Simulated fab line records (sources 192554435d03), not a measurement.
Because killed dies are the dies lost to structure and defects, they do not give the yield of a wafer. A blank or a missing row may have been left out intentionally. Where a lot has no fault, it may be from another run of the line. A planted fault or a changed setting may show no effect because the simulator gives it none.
fab line records	flow n5_finfet
record lots=9	wafers=27	last_day=17
route steps=1938 shown BEOL_M0_SAQP@692 BEOL_M4@1111 PASSIVATION@1936
lots with no fault: from the same line, run without faults
start_h: hours from the record's first day to the start of the lot's first wafer shown	wait_h: hours since the lot's step before	" identical to the entry in the row above	L1.1+2: a single row standing in for several wafers	- no value present, or no start provided	* or withheld: withheld	< > ~ a bound
route shown NAME@n: NAME is a module with steps in the file, n the number in the route of the first one	usual: mean/standard deviation taken from wafers without a fault	same: alike in all rows	chamber/n: place in a boat	sites: per-site readings	_std_site: standard deviation across them	_edge_site: the outer-site mean with the inner-site mean subtracted	radius_mm: for every site, how far away it sits from the centre of the wafer	mask NAME#n: copy n	behind: the most recent tool/chamber to have shaped the wafer	hold: why the lot went on hold/how many hours it stayed there/how the hold came to an end	device: the n, p or np transistor that did not switch	end of line: at the end of the route, the tests of the same wafers	a step with no rows: only its recipe	killed: the dies lost at the first sort to structure and to defects; this is not the yield of the wafer	map: dies across one wafer; x = killed, . = not, _ = none there
set.NAME: the setting as run; set.NAME@STEP: as run at that earlier step	model.NAME: the simulator's own value behind a step, which no gauge read
route steps across a sampled set of lots; one table per step, one row per wafer
services: the hour from which a tool's chamber was out of use, counted from the record's first day as start_h (under 0 if before that day), plus the number of hours and why
## steps
# step N5_BEOL_M0_SAQP_DESCUM_45
# recipe chemistry=O2	time_s=7	source_power_w=50	bias_power_w=20	pressure_mtorr=20	rf_frequency_hz=2.712e+07	temp_c=40	resist=CAR-EUV	o2_flow_sccm=225
# usual drypump_motor_current_A=5.6/0.42	oes_product_au=0.79/0.084	rf_vpp_V=243.4/1.4	showerhead_plenum_p_Torr=2.11/0.066	throttle_valve_pct=20.39/0.25
lot.wafer	tool	chamber	start_h	wait_h	drypump_motor_current_A	oes_product_au	rf_hours_counter_h	rf_vpp_V	showerhead_plenum_p_Torr	throttle_valve_pct
L931.1	rie_diel-02	3	130.97	0.4	5.8	0.75	160	245.3	2.18	20.44
L931.5	"	1	"	"	5.4	0.91	-	244.7	2.15	20.22
L931.6	"	0	"	"	5.9	0.96	-	246.1	2.22	19.85
L934.2	rie_diel-03	3	151.60	0.0	5.4	0.71	185	243.4	2.07	20.35
L934.5	"	0	"	"	5.5	0.82	-	243.8	2.12	20.36
L934.6	"	3	"	"	5.3	0.71	-	243.8	2.07	20.36
L935.1	rie_diel-03	0	157.40	0.0	5.5	0.82	90	242.8	2.12	20.37
L935.2	"	1	"	"	5.4	0.82	99	243.5	2.11	20.23
L935.6	"	1	"	"	5.4	0.82	-	243.1	2.11	20.22
L937.1	rie_diel-05	2	169.60	0.0	6.4	0.70	214	241.3	1.99	20.79
L937.3	"	0	"	"	6.4	0.68	230	241.8	2.06	20.79
L937.5	"	0	"	"	6.4	0.68	-	243.6	2.06	20.78
L938.1	rie_diel-03	3	173.68	0.0	5.3	0.71	193	242.1	2.07	20.38
L938.3	"	1	"	"	5.4	0.81	104	244.7	2.10	20.25
L938.6	"	1	"	"	5.4	0.81	-	241.8	2.10	20.24
L939.3	rie_diel-02	2	187.97	0.0	5.2	0.77	164	243.0	2.10	20.60
L939.4	"	0	"	"	5.9	0.91	32	245.8	2.22	19.89
L939.5	"	3	"	"	5.8	0.73	-	244.1	2.18	20.45
L945.1	rie_diel-02	2	212.17	0.0	5.2	0.76	171	243.0	2.09	20.61
L945.5	"	0	"	"	5.9	0.90	-	245.1	2.21	19.89
L945.6	"	1	"	"	5.4	0.87	-	244.8	2.14	20.27
L946.1	rie_diel-02	0	224.47	0.0	5.9	0.91	43	245.3	2.21	19.88
L946.2	"	2	"	"	5.2	0.76	175	242.5	2.09	20.61
L946.3	"	1	"	"	5.4	0.86	48	243.7	2.14	20.26
L951.3	rie_diel-05	1	248.57	0.3	5.0	0.70	229	242.9	2.14	20.28
L951.4	"	1	"	"	5.0	0.70	-	244.6	2.14	20.30
L951.5	"	3	"	"	5.5	0.74	-	240.8	1.99	20.59
# step N5_BEOL_M0_SAQP_ETCH_73
# recipe chemistry=CF4	target=SiARC	target_depth_a=195	mask_material=CAR-EUV	time_s=32.5	ion_energy_ev=80	pressure_mtorr=40	source_w=545	bias_w=36	Ar_flow_sccm=100	cf4_flow_sccm=100	ends=cleared
# usual drypump_motor_current_A=5.6/0.42	etch_rf_on_time_s=32.5/0.46	oes_product_au=0.67/0.069	rf_vpp_V=184.2/1.1	showerhead_plenum_p_Torr=2.16/0.065	throttle_valve_pct=15.57/0.26
lot.wafer	tool	chamber	start_h	wait_h	drypump_motor_current_A	etch_rf_on_time_s	oes_product_au	rf_hours_counter_h	rf_vpp_V	showerhead_plenum_p_Torr	throttle_valve_pct
L931.1	rie_diel-02	3	131.03	0.0	5.8	32.8	0.64	160	185.2	2.23	15.66
L931.5	"	1	"	"	5.4	32.2	0.77	-	185.4	2.18	15.26
L931.6	"	0	"	"	5.9	32.6	0.80	-	184.8	2.27	15.05
L934.2	rie_diel-03	3	151.67	0.0	5.3	32.6	0.61	185	183.3	2.13	15.61
L934.5	"	0	"	"	5.5	32.6	0.70	-	185.0	2.16	15.42
L934.6	"	3	"	"	5.4	32.5	0.61	-	184.1	2.13	15.64
L935.1	rie_diel-03	0	157.45	0.0	5.5	32.2	0.69	90	184.2	2.15	15.44
L935.2	"	1	"	"	5.4	32.3	0.69	99	184.2	2.16	15.45
L935.6	"	1	"	"	5.4	31.9	0.70	-	185.2	2.16	15.45
L937.1	rie_diel-05	2	169.65	0.0	6.4	32.6	0.60	214	182.8	2.04	15.90
L937.3	"	0	"	"	6.4	32.7	0.59	230	183.9	2.12	16.01
L937.5	"	0	"	"	6.4	32.4	0.59	-	183.7	2.12	16.01
L938.1	rie_diel-03	3	173.73	0.0	5.3	33.0	0.60	193	183.1	2.13	15.66
L938.3	"	1	"	"	5.4	32.5	0.69	104	184.6	2.16	15.46
L938.6	"	1	"	"	5.4	32.3	0.69	-	184.2	2.16	15.46
L939.3	rie_diel-02	2	188.02	0.0	5.2	32.1	0.66	164	183.5	2.13	15.71
L939.4	"	0	"	"	5.9	32.5	0.77	32	186.3	2.26	15.09
L939.5	"	3	"	"	5.7	33.1	0.63	-	185.0	2.22	15.70
L945.1	rie_diel-02	2	212.22	0.0	5.2	19.0	0.90	171	184.9	2.13	15.75
L945.5	"	0	"	"	5.9	19.4	1.06	-	184.3	2.26	15.10
L945.6	"	1	"	"	5.4	19.1	1.02	-	183.6	2.17	15.31
L946.1	rie_diel-02	0	224.52	0.0	5.9	19.2	1.06	43	185.1	2.26	15.12
L946.2	"	2	"	"	5.2	18.7	0.91	175	184.0	2.13	15.75
L946.3	"	1	"	"	5.4	18.9	1.01	48	185.5	2.17	15.33
L951.3	rie_diel-05	1	248.62	0.0	5.0	33.3	0.59	229	184.2	2.19	15.55
L951.4	"	1	"	"	5.0	33.2	0.59	-	183.1	2.19	15.56
L951.5	"	3	"	"	5.5	32.3	0.63	-	182.3	2.05	15.76
# step N5_BEOL_M0_SAQP_CUT_ETCH_46
# recipe chemistry=N2/H2	target=SOC	target_depth_a=1350	overetch_a=270	temp_c=40	time_s=202.5	ion_energy_ev=200	mask_material=SiARC	pressure_mtorr=30	source_w=840	bias_w=150	n2_flow_sccm=200	h2_flow_sccm=200
# usual drypump_motor_current_A=5.6/0.42	rf_vpp_V=524.6/2.4	showerhead_plenum_p_Torr=2.56/0.079	throttle_valve_pct=17.74/0.28
lot.wafer	tool	chamber	start_h	wait_h	drypump_motor_current_A	rf_hours_counter_h	rf_vpp_V	showerhead_plenum_p_Torr	throttle_valve_pct
L931.1	rie_diel-02	3	131.06	0.0	5.8	160	525.2	2.64	17.67
L931.5	"	1	"	"	5.4	-	525.8	2.59	17.50
L931.6	"	0	"	"	5.9	-	527.7	2.70	17.12
L934.2	rie_diel-03	3	151.72	0.0	5.3	185	523.4	2.52	17.76
L934.5	"	0	"	"	5.5	-	524.4	2.57	17.73
L934.6	"	3	"	"	5.3	-	524.6	2.52	17.76
L935.1	rie_diel-03	0	157.48	0.0	5.5	90	524.3	2.57	17.74
L935.2	"	1	"	"	5.4	99	524.5	2.56	17.56
L935.6	"	1	"	"	5.4	-	523.5	2.56	17.55
L937.1	rie_diel-05	2	169.69	0.0	6.4	214	521.1	2.41	18.12
L937.3	"	0	"	"	6.4	230	522.6	2.51	18.15
L937.5	"	0	"	"	6.4	-	523.4	2.51	18.16
L938.1	rie_diel-03	3	173.76	0.0	5.4	193	522.8	2.52	17.78
L938.3	"	1	"	"	5.4	104	525.2	2.56	17.57
L938.6	"	1	"	"	5.4	-	525.7	2.56	17.55
L939.3	rie_diel-02	2	188.05	0.0	5.2	164	522.8	2.54	17.98
L939.4	"	0	"	"	5.9	32	529.2	2.69	17.17
L939.5	"	3	"	"	5.7	-	525.7	2.63	17.70
L945.1	rie_diel-02	2	212.25	0.0	5.2	171	523.9	2.54	18.00
L945.5	"	0	"	"	5.9	-	527.5	2.69	17.17
L945.6	"	1	"	"	5.4	-	525.2	2.58	17.55
L946.1	rie_diel-02	0	224.55	0.0	5.9	43	529.4	2.69	17.20
L946.2	"	2	"	"	5.2	175	524.8	2.54	18.02
L946.3	"	1	"	"	5.4	48	524.3	2.58	17.57
L951.3	rie_diel-05	1	248.65	0.0	5.0	229	527.3	2.61	17.80
L951.4	"	1	"	"	5.0	-	527.3	2.61	17.78
L951.5	"	3	"	"	5.5	-	520.4	2.43	17.99
# step N5_BEOL_M0_SAQP_ALD_48
# recipe material=SiO2	target_thk_a=200	temp_c=100	ald_precursor_family=BDEAS	ald_co_reactant=O2-plasma	pulse_time_s=1	co_reactant_pulse_time_s=1	purge_time_s=2	co_reactant_purge_time_s=2	ald_cycles=139	pressure_torr=2
# usual heater_power_w=77/7.1	precursor_pulse_height_rel=0.998/0.021
# same pulse_time_s=1
lot.wafer	tool	chamber	start_h	wait_h	heater_power_w	precursor_pulse_height_rel
L931.1	ald_sin-04	1	131.26	0.0	76	0.965
L931.5	"	0	"	"	76	0.986
L931.6	"	3	"	"	72	1.010
L934.2	ald_sin-02	2	152.01	0.0	74	1.031
L934.5	"	1	"	"	77	1.040
L934.6	"	2	"	"	73	1.003
L935.1	ald_sin-02	3	157.68	0.0	88	0.975
L935.2	"	1	"	"	74	1.008
L935.6	"	0	"	"	93	1.006
L937.1	ald_sin-03	2	169.89	0.0	74	0.978
L937.3	"	0	"	"	69	1.005
L937.5	"	0	"	"	68	0.997
L938.1	ald_sin-03	3	174.81	0.9	72	0.987
L938.3	"	0	"	"	68	0.990
L938.6	"	3	"	"	73	0.972
L939.3	ald_sin-02	2	188.41	0.2	74	1.008
L939.4	"	0	"	"	91	1.013
L939.5	"	2	"	"	75	0.975
L945.1	ald_sin-03	1	212.82	0.4	77	1.017
L945.5	"	3	"	"	70	0.998
L945.6	"	2	"	"	74	1.038
L946.1	ald_sin-04	0	224.75	0.0	77	1.015
L946.2	"	3	"	"	72	0.987
L946.3	"	2	"	"	87	0.967
L951.3	ald_sin-04	3	248.86	0.0	70	1.028
L951.4	"	2	"	"	86	1.008
L951.5	"	3	"	"	72	1.038
# step N5_BEOL_M4_RC_MEAS_101
# usual DIBL_N=36.4/1.5	DIBL_P=36.6/1.9	IOFF_N=0.155/0.021	IOFF_P=0.211/0.028	ION_N=671/8.6	ION_P=462/5.8	SS_N=71.5/0.5	SS_P=73.4/0.58	VT_N=250.1/2.4	VT_P=-250.1/3
lot.wafer	tool	chamber	start_h	wait_h	DIBL_N[mV/V]	DIBL_P[mV/V]	IOFF_N[nA/um]	IOFF_P[nA/um]	ION_N[uA/um]	ION_P[uA/um]	SS_N[mV/dec]	SS_P[mV/dec]	VT_N[mV]	VT_P[mV]
L931.1	prober-01	0	186.47	0.0	37.2	39.2	0.161	0.217	673	462	71.3	73.6	252.4	-251.4
L931.5	"	0	"	"	38.2	39.4	0.176	0.220	674	460	72.0	73.9	250.6	-250.6
L931.6	"	0	"	"	34.9	36.1	0.127	0.173	660	453	71.1	72.8	256.3	-252.3
L934.2	prober-02	0	207.85	0.2	36.5	36.7	0.155	0.208	673	460	71.6	73.4	250.9	-250.0
L934.5	"	0	"	"	34.8	33.9	0.126	0.179	664	459	71.2	72.0	250.4	-253.1
L934.6	"	0	"	"	36.1	36.1	0.144	0.205	669	462	71.3	73.7	252.1	-252.4
L935.1	prober-01	0	208.23	0.0	37.1	38.8	0.171	0.237	675	466	72.0	73.4	248.3	-246.5
L935.2	"	0	"	"	36.5	37.6	0.168	0.222	674	463	71.3	73.5	247.9	-247.4
L935.6	"	0	"	"	36.7	38.3	0.163	0.237	675	464	71.5	73.5	249.0	-246.5
L937.1	prober-02	0	224.30	0.0	37.3	36.8	0.157	0.208	676	460	71.5	73.1	250.6	-246.9
L937.3	"	0	"	"	36.9	34.5	0.142	0.175	670	454	71.5	72.3	249.8	-251.8
L937.5	"	0	"	"	38.4	37.2	0.170	0.222	679	466	71.0	73.1	250.6	-248.8
L938.1	prober-02	0	230.69	0.0	35.1	37.2	0.155	0.237	672	468	71.5	73.1	249.5	-246.7
L938.3	"	0	"	"	34.4	36.2	0.144	0.221	669	458	71.2	73.0	250.6	-246.5
L938.6	"	0	"	"	33.7	35.3	0.133	0.204	662	461	71.7	72.8	252.6	-252.6
L939.3	prober-02	0	237.28	0.3	38.7	38.5	0.179	0.225	667	459	71.6	74.1	249.6	-251.0
L939.4	"	0	"	"	37.9	37.2	0.162	0.197	675	458	72.3	73.1	250.2	-252.6
L939.5	"	0	"	"	35.8	34.8	0.128	0.170	660	449	71.3	73.0	255.4	-253.6
L945.1	prober-01	0	268.67	0.0	37.4	37.4	0.165	0.216	673	456	72.4	73.7	249.8	-250.1
L945.5	"	0	"	"	37.3	37.3	0.157	0.215	661	459	72.3	73.1	250.2	-250.8
L945.6	"	0	"	"	37.6	37.9	0.167	0.225	669	466	71.7	73.4	250.1	-247.8
L946.1	prober-02	0	277.96	0.0	36.0	38.0	0.171	0.222	670	463	71.5	73.3	250.0	-248.7
L946.2	"	0	"	"	34.9	37.0	0.152	0.204	670	466	71.0	72.7	250.4	-249.4
L946.3	"	0	"	"	35.9	38.0	0.169	0.232	677	467	71.0	73.0	249.7	-247.9
L951.3	prober-02	0	308.56	0.3	37.5	37.3	0.160	0.168	675	452	72.1	73.6	248.8	-257.4
L951.4	"	0	"	"	36.8	37.3	0.155	0.173	675	458	70.9	73.6	248.2	-256.5
L951.5	"	0	"	"	38.2	38.1	0.175	0.183	691	461	71.8	73.1	247.3	-256.1
# step N5_PASSIVATION_PROBE_49
# usual defect_limited_yield=91.5/1.4	killed_at_M0_to_M3=33/10	killed_at_M4_up=13/5	killed_at_contacts=13/5.6	killed_at_front_end=38/12	killed_at_other=3.9/2.7	killed_dies=100/16	killed_on_rim=13/4	killed_open=66/13	killed_short=32/7.2	sort_bin_5_function=5.0/0.97	sort_bin_6_memory=3.2/0.61	sort_n_pass=1080/16	sort_yield_pct=91.5/1.4
# same gross_dies=1180	killed_at_back_side=0	sort_bin_4_leakage[%]=0	sort_bin_8_speed[%]=0
lot.wafer	tool	chamber	start_h	wait_h	defect_limited_yield[%]	killed_at_M0_to_M3	killed_at_M4_up	killed_at_contacts	killed_at_front_end	killed_at_other	killed_dies	killed_on_rim	killed_open	killed_short	sort_bin_5_function[%]	sort_bin_6_memory[%]	sort_n_pass	sort_yield_pct[%]
L931.1	prober-02	-	283.76	0.0	90.5	53	9	14	32	4	112	11	70	42	5.6	3.7	1068	90.5
L931.5	prober-02	-	283.96	0.2	90.7	23	21	17	46	3	110	14	74	35	5.9	2.9	1070	90.7
L931.6	prober-02	-	284.01	0.3	88.8	20	18	14	71	9	132	16	88	42	6.7	3.8	1048	88.8
L946.1	prober-01	-	382.80	0.0	89.5	33	19	23	42	7	124	16	78	41	6.0	4.0	1056	89.5
L946.2	prober-01	-	382.85	0.1	89.2	27	11	14	69	6	127	19	87	31	6.7	3.2	1053	89.2
L946.3	prober-01	-	382.90	0.1	90.6	30	14	14	47	6	111	20	82	29	5.4	3.6	1069	90.6
# killed by level:class
L931.1 BEOL_M1:geometric_particle:open=20 BEOL_M2:geometric_particle:open=10 FIN_SAQP:geometric_particle:short=9 MOL_CONTACT_COAG:geometric_particle:open=9 FIN_SAQP:geometric_particle:open=8 STARTING-WAFER:geometric_particle:short=7 BEOL_M0_SAQP:geometric_particle:short=6 BEOL_M4:geometric_particle:open=6
L931.5 BEOL_M4:geometric_particle:open=15 MOL_CONTACT_COAG:geometric_particle:open=14 FIN_SAQP:geometric_particle:open=12 FIN_SAQP:geometric_particle:short=8 STI_FIN_REVEAL:geometric_particle:open=8 GATE_CUT:geometric_particle:short=6 BEOL_M0_SAQP:geometric_particle:short=5 BEOL_M1:geometric_particle:open=5
L931.6 FIN_SAQP:geometric_particle:open=22 FIN_SAQP:geometric_particle:short=17 BEOL_M4:geometric_particle:open=12 MOL_CONTACT_COAG:geometric_particle:open=11 STI_FIN_REVEAL:geometric_particle:open=10 BEOL_M2:geometric_particle:open=6 STARTING-WAFER:geometric_particle:open=6 BEOL_M3:geometric_particle:open=5
L946.1 MOL_CONTACT_COAG:geometric_particle:open=17 STI_FIN_REVEAL:geometric_particle:open=14 GATE_CUT:geometric_particle:short=9 MOL_CONTACT_COAG:geometric_particle:short=6 BEOL_M0_SAQP:geometric_particle:short=6 BEOL_M1:geometric_particle:open=6 BEOL_M4:geometric_particle:open=6 BEOL_M0_SAQP:geometric_particle:open=4
L946.2 STI_FIN_REVEAL:geometric_particle:open=24 FIN_SAQP:geometric_particle:open=12 MOL_CONTACT_COAG:geometric_particle:open=10 BEOL_M1:geometric_particle:open=7 HKMG_FIN:area_etch=7 DUMMY_GATE:geometric_particle:open=5 GATE_CUT:geometric_particle:open=5 BEOL_M0_SAQP:geometric_particle:short=5
L946.3 STI_FIN_REVEAL:geometric_particle:open=24 MOL_CONTACT_COAG:geometric_particle:open=12 BEOL_M4:geometric_particle:open=9 BEOL_M0_SAQP:geometric_particle:open=6 BEOL_M1:geometric_particle:open=6 BEOL_M0_SAQP:geometric_particle:short=5 GATE_CUT:geometric_particle:short=4 BEOL_M2:geometric_particle:short=4
## services
tool	chamber	start_h	hours	kind
rie_diel-02	1	110.06	6.0	repair
rie_diel-03	-	130.92	0.7	repair
rie_diel-02	-	140.34	0.4	repair
rie_diel-03	2	145.58	-	clean
rie_diel-03	2	145.58	-	consumable_replace:focus_ring
rie_diel-03	2	145.58	13.5	scheduled_down
rie_diel-03	2	145.58	13.5	vent_cycle
ald_sin-03	2	148.19	5.8	repair
rie_diel-03	1	149.89	4.6	repair
ald_sin-04	2	163.53	5.6	repair
ald_sin-03	-	176.83	14.0	pm
ald_sin-03	0	176.83	14.0	vent_cycle
ald_sin-03	1	176.83	14.0	vent_cycle
ald_sin-03	2	176.83	14.0	vent_cycle
ald_sin-03	3	176.83	14.0	vent_cycle
ald_sin-03	0	190.83	-	clean
rie_diel-05	0	215.24	3.8	repair
ald_sin-02	-	231.81	0.7	repair
ald_sin-02	2	241.20	7.5	repair
rie_diel-05	0	241.21	-	clean
rie_diel-05	0	241.21	-	consumable_replace:focus_ring
rie_diel-05	0	241.21	16.2	scheduled_down
rie_diel-05	0	241.21	16.2	vent_cycle
rie_diel-02	-	243.38	28.1	pm
## key
first_sign step=N5_BEOL_M0_SAQP_ETCH_73	reading=etch_rf_on_time_s	direction=down	sigmas=29	usual=*	struck=*
effect step=N5_BEOL_M0_SAQP_ETCH_73	reading=oes_product_au	direction=up	sigmas=4.7	usual=0.67	struck=0.99
met_at N5_BEOL_M0_SAQP_ETCH_73
struck_lots L945,L946
not_acting_at N5_BEOL_M0_SAQP_DESCUM_45,N5_BEOL_M0_SAQP_CUT_ETCH_46,N5_BEOL_M0_SAQP_ALD_48
onset_between 188.02 212.22
fault kind=process_parameter_drift	tool=rie_diel-02	chamber=-	onset_h=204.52	steps=N5_BEOL_M0_SAQP_ETCH_73	channel=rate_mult	offset=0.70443	shape=step	end_h=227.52
